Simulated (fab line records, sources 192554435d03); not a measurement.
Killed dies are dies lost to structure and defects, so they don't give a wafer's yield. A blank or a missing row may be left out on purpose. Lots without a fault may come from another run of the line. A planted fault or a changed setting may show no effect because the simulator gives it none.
One fault seen from 2 desks | flow n5_finfet | each desk has only its own numbers; what lay behind them comes last

THE METROLOGY DESK
What the gauges read, lot by lot, whatever tool the lot ran on: means of the sampled wafers that have a number. A lot is out of limits, marked OUT, if its mean lies more than 4 standard deviations from the usual mean; the brackets give that distance. Of its 11 readings 7 are shown: the one that was out of limits first, and those that lie furthest out on some lot.
Columns: A = DIBL_P at N5_BEOL_M4_RC_MEAS_101, usual 36.2 mV/V; B = IOFF_N at N5_BEOL_M4_RC_MEAS_101, usual 0.157 nA/um; C = IOFF_P at N5_BEOL_M4_RC_MEAS_101, usual 0.206 nA/um; D = ION_N at N5_BEOL_M4_RC_MEAS_101, usual 673 uA/um; E = SS_N at N5_BEOL_M4_RC_MEAS_101, usual 71.5 mV/dec; F = SS_P at N5_BEOL_M4_RC_MEAS_101, usual 73.2 mV/dec; G = cd_nm at N5_BEOL_M15_CD_MEAS_28, usual 408.2 nm
lot  | first seen here | A    | B     | C     | D   | E    | F    | G
L898 | day 8 00:16     | 35.3 | 0.130 | 0.174 | 668 | 71.2 | 72.7 | 408.6
L899 | day 8 05:33     | 35.3 | 0.145 | 0.190 | 674 | 70.7 | 73.4 | 407.0
L905 | day 9 13:46     | 37.5 | 0.191 | 0.251 | 675 | 72.0 | 73.9 | 408.4
L906 | day 9 14:26     | 35.7 | 0.151 | 0.182 | 675 | 71.6 | 73.2 | 409.5
L907 | day 9 19:16     | 35.9 | 0.158 | 0.190 | 670 | 71.6 | 73.5 | 406.8
L910 | day 10 21:08    | 37.8 | 0.166 | 0.214 | 679 | 71.8 | 72.8 | 488.5 (+57) OUT
L918 | day 12 23:17    | 35.7 | 0.150 | 0.212 | 676 | 71.4 | 73.5 | 407.5
L919 | day 13 01:10    | 34.6 | 0.143 | 0.208 | 675 | 71.2 | 72.8 | 410.1
L920 | day 13 13:49    | 35.4 | 0.144 | 0.188 | 667 | 71.5 | 73.1 | 408.6
L921 | day 13 18:34    | 39.3 | 0.193 | 0.216 | 690 | 71.8 | 73.5 | 408.3
This desk's finding: out of limits on L910; first on L910, day 14 04:10 (cd_nm at N5_BEOL_M15_CD_MEAS_28). In limits: L898, L899, L905, L906, L907, L918, L919, L920, L921.

THE DEFECT DESK
What the inspections along the route counted, lot by lot: means of the sampled wafers that have a number. A lot is out of limits, marked OUT, if its mean lies more than 4 standard deviations from the usual mean; the brackets give that distance.
Columns: A = raw_defect_count at N5_BEOL_M14_INSPECT_55, usual 66
lot  | first seen here | A
L898 | day 11 14:51    | 59
L899 | day 11 16:41    | 60
L905 | day 13 01:56    | 86
L907 | day 13 03:58    | 48
L906 | day 13 06:41    | 54
L910 | day 14 01:59    | 54
L919 | day 16 05:00    | 75
L918 | day 16 09:23    | 58
L920 | day 16 21:07    | 82
L921 | day 16 23:44    | 56
This desk's finding: nothing out of limits on any of the 10 lots.

PUT TOGETHER
The metrology desk could have raised an alarm at day 14 04:10, on L910.
The defect desk saw nothing out of limits.
The defect desk has L910 on record, within its limits.
Of the lots named, all ran N5_BEOL_M15_EXPOSE_25 on krf_scanner-01.

WHAT THE SIMULATOR HAD PUT IN
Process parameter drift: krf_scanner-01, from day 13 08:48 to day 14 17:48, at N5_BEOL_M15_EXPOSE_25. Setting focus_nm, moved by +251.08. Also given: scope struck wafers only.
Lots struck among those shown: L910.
Hours from the fault's start to each desk's first reading out of limits: the metrology desk, 19.
